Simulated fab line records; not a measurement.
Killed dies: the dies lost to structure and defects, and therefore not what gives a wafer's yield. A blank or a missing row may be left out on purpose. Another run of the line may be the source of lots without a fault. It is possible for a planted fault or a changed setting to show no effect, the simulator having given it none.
Chamber matching | flow nand harc | 4 sister chambers for NHARC_A_STAIRCASE_TRIM_24 on rie diel-06
The step chemistry O2, time 211.2 s. 18 wafers are shown with their chamber, then 8 later ones without.

## WAFERS PAIRED WITH THEIR CHAMBERS
wafer  | chamber | showerhead plenum p Torr (Torr) | drypump motor current A (A) | oes product au (a.u.)
L589.1 | 1       | 3.52                            | 6.3                         | 0.979
L589.3 | 0       | 3.37                            | 6.4                         | 0.991
L589.6 | 0       | 3.37                            | 6.4                         | 0.994
L588.1 | 3       | 3.61                            | 5.7                         | 0.998
L588.4 | 2       | 3.60                            | 6.5                         | 0.998
L588.5 | 3       | 3.61                            | 5.7                         | 1.003
L592.1 | 1       | 3.52                            | 6.2                         | 0.997
L592.3 | 0       | 3.37                            | 6.3                         | 1.019
L592.4 | 2       | 3.60                            | 6.5                         | 0.980
L594.2 | 2       | 3.59                            | 6.5                         | 0.985
L594.5 | 0       | 3.37                            | 6.4                         | 1.010
L594.6 | 1       | 3.51                            | 6.3                         | 0.996
L595.1 | 1       | 3.51                            | 6.2                         | 1.005
L595.4 | 0       | 3.37                            | 6.3                         | 1.019
L595.6 | 1       | 3.51                            | 6.2                         | 1.010
L596.2 | 2       | 3.59                            | 6.4                         | 0.994
L596.3 | 0       | 3.36                            | 6.3                         | 1.012
L596.5 | 3       | 3.60                            | 5.8                         | 1.018

SIGNATURES (means of the wafers above)
reading                  | chamber 0 | chamber 1 | chamber 2 | chamber 3 | scatter within a chamber
showerhead plenum p Torr | 3.3683    | 3.5140    | 3.5950    | 3.6067    | 0.00514
drypump motor current A  | 6.350     | 6.240     | 6.475     | 5.733     | 0.0542
oes product au           | 1.00750   | 0.99740   | 0.98925   | 1.00633   | 0.0111
Rule: a wafer lies at a distance from a chamber equal to the root of the sum of squares, over the readings, of (its reading less the chamber's mean, divided by the reading's scatter). If the next closest chamber is less than 2 further off than the closest, the wafer can't be placed; otherwise it belongs to the closest. The scatter is the square root of a quotient: the sum, over the shown wafers, of each reading's squared deviation from its chamber's mean, divided by wafers minus chambers.

## WAFERS WHOSE CHAMBER IS MISSING
wafer  | showerhead plenum p Torr (Torr) | drypump motor current A (A) | oes product au (a.u.)
L598.1 | 3.36                            | 6.3                         | 1.016
L598.2 | 3.60                            | 5.7                         | 1.006
L598.6 | 3.59                            | 6.4                         | 0.989
L601.5 | 3.59                            | 6.5                         | 0.987
L602.1 | 3.59                            | 5.8                         | 0.989
L602.6 | 3.59                            | 6.5                         | 0.995
L604.1 | 3.35                            | 6.4                         | 1.005
L604.6 | 3.35                            | 6.4                         | 1.014

## WHICH CHAMBER EACH ONE RAN IN
wafer  | from the rows above | in truth
L598.1 | 0                   | 0
L598.2 | 3                   | 3
L598.6 | 2                   | 2
L601.5 | 2                   | 2
L602.1 | 3                   | 3
L602.6 | 2                   | 2
L604.1 | 0                   | 0
L604.6 | 0                   | 0
Correctly placed: 8 of 8. Not placeable from these rows: 0. Placed wrongly: 0.
